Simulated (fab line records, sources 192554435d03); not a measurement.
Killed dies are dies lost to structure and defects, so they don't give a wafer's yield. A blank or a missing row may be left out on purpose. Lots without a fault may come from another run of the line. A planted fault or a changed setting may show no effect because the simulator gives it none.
Which tool did it? | flow n5_finfet | 10 lots, 26 wafers sampled, at 5 steps of a route of 1938

WHAT THE GAUGES READ, wafer by wafer
N5_BEOL_M4_RC_MEAS_101. Usual: DIBL_N 36.3 mV/V, standard deviation 1.7; DIBL_P 36.5 mV/V, standard deviation 2.1; IOFF_N 0.16 nA/um, standard deviation 0.03; IOFF_P 0.22 nA/um, standard deviation 0.035; ION_N 675 uA/um, standard deviation 11; ION_P 465 uA/um, standard deviation 7.1; SS_N 71.5 mV/dec, standard deviation 0.62; SS_P 73.3 mV/dec, standard deviation 0.64; VT_N 250 mV, standard deviation 3.1; VT_P -249.1 mV, standard deviation 3.
lot  | measured     | on        | DIBL_N (mV/V)  | DIBL_P (mV/V)  | IOFF_N (nA/um) | IOFF_P (nA/um) | ION_N (uA/um) | ION_P (uA/um) | SS_N (mV/dec)  | SS_P (mV/dec)  | VT_N (mV)   | VT_P (mV)            | flag
L366 | day 7 21:03  | prober-01 | 35.2 37.2 34.7 | 35.6 38.1 35.4 | 0.15 0.18 0.14 | 0.23 0.28 0.23 | 683 671 673   | 472 469 473   | 71.4 71.3 70.8 | 72.4 73.8 72.9 | 249 246 252 | -244.8 -244.1 -244.3 |
L369 | day 8 22:09  | prober-01 | 39.5 37.1 38.1 | 41.8 38.5 40.9 | 0.24 0.20 0.21 | 0.32 0.26 0.29 | 675 680 696   | 469 472 476   | 72.6 72.6 72.8 | 74.9 73.7 74.0 | 248 246 245 | -246.1 -246.7 -245.6 |
L377 | day 13 12:17 | prober-01 | 34.9 37.6      | 35.6 40.2      | 0.14 0.21      | 0.19 0.27      | 670 699       | 457 474       | 72.2 72.7      | 73.0 73.6      | 252 243     | -250.3 -246.3        |
L378 | day 12 21:28 | prober-02 | 34.6 37.8      | 34.0 38.5      | 0.12 0.18      | 0.20 0.29      | 655 668       | 456 463       | 71.7 72.0      | 73.5 74.3      | 254 249     | -249.2 -243.5        |
L379 | day 13 09:56 | prober-01 | 33.6 38.5      | 33.2 38.7      | 0.13 0.22      | 0.18 0.27      | 654 687       | 452 469       | 71.5 72.2      | 73.0 73.7      | 251 245     | -250.5 -247.3        |
L381 | day 14 13:00 | prober-02 | 32.9 33.7 33.4 | 34.5 35.4 34.9 | 0.14 0.14 0.14 | 0.19 0.20 0.19 | 678 661 660   | 462 459 459   | 71.1 71.2 70.5 | 73.4 72.9 73.0 | 249 249 252 | -251.0 -253.3 -251.4 |
L383 | day 14 18:15 | prober-02 | 37.5 37.8 39.2 | 38.0 36.8 38.9 | 0.18 0.17 0.20 | 0.28 0.24 0.26 | 662 678 672   | 460 466 456   | 71.3 72.0 72.5 | 73.8 73.4 73.3 | 248 251 247 | -245.2 -246.1 -245.9 |
L384 | day 13 15:39 | prober-02 | 37.7 37.1 35.4 | 38.0 36.4 35.3 | 0.17 0.16 0.13 | 0.21 0.19 0.18 | 679 667 665   | 457 447 458   | 72.3 72.0 71.1 | 73.4 72.9 73.0 | 250 253 252 | -251.3 -255.7 -252.1 |
L385 | day 13 20:59 | prober-01 | 38.4 36.6 37.4 | 36.9 34.3 36.5 | 0.19 0.15 0.18 | 0.25 0.21 0.24 | 681 674 694   | 468 468 474   | 72.3 71.7 71.3 | 73.4 73.4 73.3 | 246 248 246 | -245.4 -246.7 -247.4 |
L386 | day 14 15:30 | prober-01 | 36.0 37.3      | 35.6 36.9      | 0.14 0.16      | 0.19 0.21      | 664 685       | 456 462       | 71.3 71.8      | 72.3 73.2      | 251 250     | -252.3 -249.8        |

WHICH TOOL RAN EACH LOT (tool, then ch and the chambers of the sampled wafers, then the start)
lot  | N5_HKMG_FIN_ETCH_35               | N5_HKMG_FIN_ALD_91                 | N5_HKMG_FIN_ALD_21                 | N5_HKMG_FIN_W_FILL_22
L366 | rie_diel-01 ch 0,3, day 4 10:19   | ald_metal-02 ch 0,2,3, day 4 10:59 | ald_metal-02 ch 1,2,3, day 4 13:13 | cvd_w-02 ch 0,1, day 4 13:38
L369 | rie_diel-05 ch 1,2,3, day 5 04:32 | ald_metal-02 ch 0,3, day 5 05:13   | ald_metal-04 ch 0,2, day 5 07:34   | cvd_w-01 ch 0,1, day 5 07:59
L377 | rie_diel-05 ch 0,1, day 7 04:50   | ald_metal-02 ch 0,3, day 7 05:36   | ald_metal-03 ch 0,3, day 7 07:48   | cvd_w-01 ch 0,1, day 7 08:04
L378 | rie_diel-05 ch 1,3, day 7 08:44   | ald_metal-04 ch 1,2, day 7 09:25   | ald_metal-03 ch 2, day 7 11:50     | cvd_w-02 ch 0, day 7 12:16
L379 | rie_diel-01 ch 1,2, day 7 15:14   | ald_metal-04 ch 0,3, day 7 15:55   | ald_metal-03 ch 1,2, day 7 18:06   | cvd_w-02 ch 0,1, day 7 18:31
L381 | rie_diel-01 ch 0,1, day 8 01:23   | ald_metal-04 ch 0,1,3, day 8 02:04 | ald_metal-02 ch 0,1,3, day 8 04:21 | cvd_w-01 ch 0,1, day 8 04:47
L383 | rie_diel-01 ch 0,2,3, day 8 15:17 | ald_metal-04 ch 0,1, day 8 15:58   | ald_metal-04 ch 1,2,3, day 8 18:26 | cvd_w-02 ch 0,1, day 8 18:52
L384 | rie_diel-06 ch 0,2, day 8 19:07   | ald_metal-03 ch 2,3, day 8 19:50   | ald_metal-04 ch 0,1, day 8 22:10   | cvd_w-01 ch 0,1, day 8 22:35
L385 | rie_diel-01 ch 2,3, day 9 09:23   | ald_metal-04 ch 0,1,2, day 9 10:06 | ald_metal-02 ch 1,3, day 9 12:15   | cvd_w-01 ch 0, day 9 12:41
L386 | rie_diel-05 ch 2,3, day 9 13:55   | ald_metal-03 ch 1,2, day 9 14:35   | ald_metal-02 ch 1,3, day 9 16:49   | cvd_w-02 ch 0,1, day 9 17:15
- N5_HKMG_FIN_ETCH_35: etches SOC in N2/H2, target depth 215.8 nm, time 243.4 s.
- N5_HKMG_FIN_ALD_91: deposits TiN, target thk 1 nm, pulse time 1 s, purge time 3 s.
- N5_HKMG_FIN_ALD_21: deposits TiN, target thk 1.5 nm, pulse time 1 s, purge time 3 s.
- N5_HKMG_FIN_W_FILL_22: material W, target thk 60 nm, time 18.2 s.

WHAT THE TOOLS THEMSELVES READ (means of the sampled wafers that have a number; where no wafer has one, the mark that the record gives instead)
N5_HKMG_FIN_ETCH_35. Usual: chamber_pressure_mTorr 30.003 mTorr, standard deviation 0.027; drypump_motor_current_A 5.8 A, standard deviation 0.46; oes_product_au 0.79 a.u., standard deviation 0.096; rf_vpp_V 141.5 V, standard deviation 0.9; showerhead_plenum_p_Torr 2.53 Torr, standard deviation 0.059; throttle_valve_pct 17.83 %, standard deviation 0.29.
lot  | tool        | chamber_pressure_mTorr (mTorr) | drypump_motor_current_A (A) | oes_product_au (a.u.) | rf_vpp_V (V) | showerhead_plenum_p_Torr (Torr) | throttle_valve_pct (%) | flag
L366 | rie_diel-01 | 29.990                         | 5.9                         | 0.74                  | 141.7        | 2.60                            | 17.91                  |
L369 | rie_diel-05 | 30.045                         | 6.2                         | 0.69                  | 141.4        | 2.51                            | 17.86                  |
L377 | rie_diel-05 | 29.995                         | 5.8                         | 0.72                  | 141.8        | 2.47                            | 18.08                  |
L378 | rie_diel-05 | 30.020                         | 6.2                         | 0.83                  | 140.3        | 2.46                            | 17.73                  |
L379 | rie_diel-01 | 30.001                         | 5.7                         | 0.83                  | 141.6        | 2.52                            | 17.75                  |
L381 | rie_diel-01 | 30.025                         | 5.9                         | 0.91                  | 142.7        | 2.58                            | 17.37                  |
L383 | rie_diel-01 | 30.002                         | 5.7                         | 0.85                  | 141.0        | 2.56                            | 17.86                  |
L384 | rie_diel-06 | 30.024                         | 4.9                         | 0.82                  | 141.5        | 2.58                            | 17.92                  |
L385 | rie_diel-01 | 29.998                         | 5.7                         | 0.80                  | 140.9        | 2.53                            | 18.12                  |
L386 | rie_diel-05 | 29.971                         | 6.3                         | 0.94                  | 142.2        | 2.54                            | 17.43                  |

N5_HKMG_FIN_ALD_91. Usual: chamber_pressure_Torr 3.000 Torr, standard deviation 0.0069; heater_power_w 851 W, standard deviation 100; precursor_pulse_height_rel 1.000, standard deviation 0.022.
lot  | tool         | chamber_pressure_Torr (Torr) | heater_power_w (W) | precursor_pulse_height_rel | flag
L366 | ald_metal-02 | 2.997                        | 838                | 1.002                      |
L369 | ald_metal-02 | 3.004                        | 866                | 0.995                      |
L377 | ald_metal-02 | 2.998                        | 856                | 1.000                      |
L378 | ald_metal-04 | 2.997                        | 842                | 1.019                      |
L379 | ald_metal-04 | 3.002                        | 760                | 0.990                      |
L381 | ald_metal-04 | 2.998                        | 783                | 1.012                      |
L383 | ald_metal-04 | 2.994                        | 707                | 1.024                      |
L384 | ald_metal-03 | 3.007                        | 913                | 1.011                      |
L385 | ald_metal-04 | 2.998                        | 781                | 0.981                      |
L386 | ald_metal-03 | 2.994                        | 947                | 0.959                      |

N5_HKMG_FIN_ALD_21. Usual: chamber_pressure_Torr 3.000 Torr, standard deviation 0.0066; heater_power_w 876 W, standard deviation 97; precursor_pulse_height_rel 1.001, standard deviation 0.02.
lot  | tool         | chamber_pressure_Torr (Torr) | heater_power_w (W) | precursor_pulse_height_rel | flag
L366 | ald_metal-02 | 3.000                        | 823                | 0.985                      |
L369 | ald_metal-04 | 2.996                        | 724                | 0.992                      |
L377 | ald_metal-03 | 3.000                        | 970                | 0.994                      |
L378 | ald_metal-03 | 3.002                        | 1032               | 1.018                      |
L379 | ald_metal-03 | 3.003                        | 972                | 1.002                      |
L381 | ald_metal-02 | 3.002                        | 851                | 1.005                      |
L383 | ald_metal-04 | 2.999                        | 856                | 1.003                      |
L384 | ald_metal-04 | 2.990                        | 728                | 1.009                      |
L385 | ald_metal-02 | 3.005                        | 801                | 0.998                      |
L386 | ald_metal-02 | 2.997                        | 823                | 1.019                      |

N5_HKMG_FIN_W_FILL_22. Usual: chamber_pressure_Torr 39.39 Torr, standard deviation 0.082; heater_power_w 908 W, standard deviation 140; throttle_valve_pct 20.2 %, standard deviation 0.85.
lot  | tool     | chamber_pressure_Torr (Torr) | heater_power_w (W) | throttle_valve_pct (%) | flag
L366 | cvd_w-02 | 39.38                        | 1045               | 20.6                   |
L369 | cvd_w-01 | 39.37                        | 768                | 19.2                   |
L377 | cvd_w-01 | 39.34                        | 792                | 19.3                   |
L378 | cvd_w-02 | 39.48                        | 1106               | 21.0                   |
L379 | cvd_w-02 | 39.27                        | 1007               | 20.9                   |
L381 | cvd_w-01 | 39.39                        | 775                | 19.3                   |
L383 | cvd_w-02 | 39.41                        | 963                | 21.1                   |
L384 | cvd_w-01 | 39.39                        | 781                | 19.3                   |
L385 | cvd_w-01 | 39.39                        | 837                | 19.9                   |
L386 | cvd_w-02 | 39.44                        | 1014               | 21.0                   |

THE ANSWER, worked out from the rows above alone
Rule: a lot is off if the mean of its wafers that have a number lies more than 3 standard deviations from the usual mean. A lot without any number at a reading at which 4 lots or more have one is off too. The other lots that the step has rows for count as sound. The gauges are gone through in route order, then the tools' own readings, and for those a lot's mean is taken as printed above. The first step at which some lot is off is used, and at that step the reading that is off furthest; a lot without a number counts as furthest.
No lot is off at any reading shown: from this, nothing can be told.

WHAT THE SIMULATOR HAD PUT IN
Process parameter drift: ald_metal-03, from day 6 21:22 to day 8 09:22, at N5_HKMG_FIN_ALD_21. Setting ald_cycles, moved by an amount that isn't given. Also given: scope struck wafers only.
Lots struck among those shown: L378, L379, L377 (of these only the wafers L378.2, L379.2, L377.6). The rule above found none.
